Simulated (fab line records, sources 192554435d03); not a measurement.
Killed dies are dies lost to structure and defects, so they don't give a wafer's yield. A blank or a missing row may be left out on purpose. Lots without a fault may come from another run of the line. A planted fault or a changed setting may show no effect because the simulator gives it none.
A struck lot beside a sound one | flow n5_finfet | 16 steps out of a route of 1938
Sound: wafers L171.3, L171.4, L171.6. Struck: wafers L164.2, L164.3, L164.4. The cause comes at the end.
At each step with rows: each side's tool, then ch and its chambers, then its first start. Under that, the readings that differ: sound wafers | struck wafers | difference of the means | sigmas: that difference in standard deviations of wafers without a fault.
alike: readings whose means differ by less than 2 such deviations, and words and numbers that are the same on both sides. not compared: withheld readings, readings that some wafer has no value for, bounds like >300 that may hide the same value, and numbers for which the record gives no deviation and whose values overlap.
The two part at a step that has a row with sigmas, a row that says differs or no value, or rows on one side only. Numbers that don't overlap but have no deviation are shown without sigmas and don't part them. A reading that every wafer of one side lacks parts them only if that side has two wafers or more.

N5_BEOL_M3_INSPECT_30: inspects for defects (brightfield).
  sound on defect_inspect-02, day 11 15:03; struck on defect_inspect-02, day 9 23:29
  alike: raw_defect_count
N5_BEOL_M3_DESCUM_33: chemistry O2, time 7 s.
  sound on rie_diel-02 ch 0,1,3, day 11 15:33; struck on rie_diel-06 ch 1,2,3, day 9 23:31
  alike: drypump_motor_current_A, o2_flow_sccm, oes_product_au, rf_vpp_V, showerhead_plenum_p_Torr, throttle_valve_pct
  not compared: rf_hours_counter_h
N5_BEOL_M3_ETCH_77: etches underlayer in N2/H2, target depth 6.5 nm, time 5.2 s.
  sound on rie_diel-02 ch 0,1,3, day 11 15:35; struck on rie_diel-06 ch 1,2,3, day 9 23:33
  alike: bias_w, drypump_motor_current_A, etch_rf_on_time_s, oes_product_au, rf_vpp_V, showerhead_plenum_p_Torr, throttle_valve_pct
  not compared: rf_hours_counter_h
then, 2 steps without rows for these wafers: N5_BEOL_M3_ETCH_69 (etches SiARC in CF4, target depth 15.6 nm, time 26 s); N5_BEOL_M3_ALD_98 (deposits SiO2, target thk 2.5 nm, pulse time 1 s, co reactant pulse time 1 s).
N5_BEOL_M3_ETCHBACK_99: etches SiO2 in CHF3, target depth 5 nm, time 10.4 s.
  sound on rie_diel-06 ch 1,2, day 11 20:19; struck on rie_diel-01 ch 1,2,3, day 10 12:27
  alike: bias_w, drypump_motor_current_A, oes_product_au, rf_vpp_V, showerhead_plenum_p_Torr, throttle_valve_pct
  not compared: rf_hours_counter_h
N5_BEOL_M3_ETCH_70: etches SOC in N2/H2, target depth 80 nm, overetch 16 nm, time 120 s.
  sound on rie_diel-06 ch 1,2, day 11 20:21; struck on rie_diel-01 ch 1,2,3, day 10 12:29
  alike: bias_w, drypump_motor_current_A, oes_product_au, rf_vpp_V, showerhead_plenum_p_Torr, throttle_valve_pct
  not compared: rf_hours_counter_h
then, 4 steps without rows for these wafers: N5_BEOL_M3_STRIP_71 (strips in N2/H2); N5_BEOL_M3_STRIP_78 (strips in N2/H2); N5_BEOL_M3_VIA_ETCH_34 (etches the open film in C4F6/O2, target depth 69.4 nm, time 65.9 s); N5_BEOL_M3_STRIP_83 (strips in C4F6/O2).
N5_BEOL_M3_STRIP_36: strips in N2/H2.
  sound on rie_diel-06 ch 1,2, day 11 20:31; struck on rie_diel-01 ch 1,2,3, day 10 12:38
  alike: drypump_motor_current_A, oes_product_au, rf_vpp_V, showerhead_plenum_p_Torr, throttle_valve_pct
  not compared: rf_hours_counter_h
N5_BEOL_M3_TRENCH_ETCH_37: etches SiOC in C4F6/O2, target depth 55.555 nm, time 29.2 s.
  sound on rie_diel-06 ch 1,2, day 11 20:33; struck on rie_diel-01 ch 1,2,3, day 10 12:41
  reading      | sound             | struck            | difference | sigmas
  bias_w (W)   | 184.5 184.3 184.8 | 193.0 192.2 192.4 | +8.0       | +14
  rf_vpp_V (V) | 652 650 653       | 685 682 686       | +33        | +4
  alike: O2_flow_sccm, drypump_motor_current_A, oes_product_au, showerhead_plenum_p_Torr, throttle_valve_pct
  not compared: rf_hours_counter_h
then, 1 step without rows for these wafers: N5_BEOL_M3_ETCH_41 (etches SiCN in CH3F/O2, target depth 29.9 nm, time 52.5 s).
N5_BEOL_M4_RC_MEAS_101:
  sound on prober-01 ch 0, day 12 14:14; struck on prober-02 ch 0, day 11 05:46
  alike: DIBL_N, DIBL_P, IOFF_N, IOFF_P, ION_N, ION_P, SS_N, SS_P, VT_N, VT_P
-- the record jumps here: 4 days lie between the struck wafers' starts before and after (it left off in module BEOL_M4 and takes up again in module PASSIVATION, whose first step shown is number 1936 of the route) --
N5_PASSIVATION_PROBE_49:
  the record has rows for the struck wafers here (prober-02, day 15 03:58) and none for the sound ones

WHERE THEY PART
First at N5_BEOL_M3_TRENCH_ETCH_37; last, within this record, at N5_PASSIVATION_PROBE_49.

WHY: what the simulator had put in
Process parameter drift: rie_diel-01, from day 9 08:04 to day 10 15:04, at N5_BEOL_M3_TRENCH_ETCH_37. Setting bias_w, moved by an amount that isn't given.
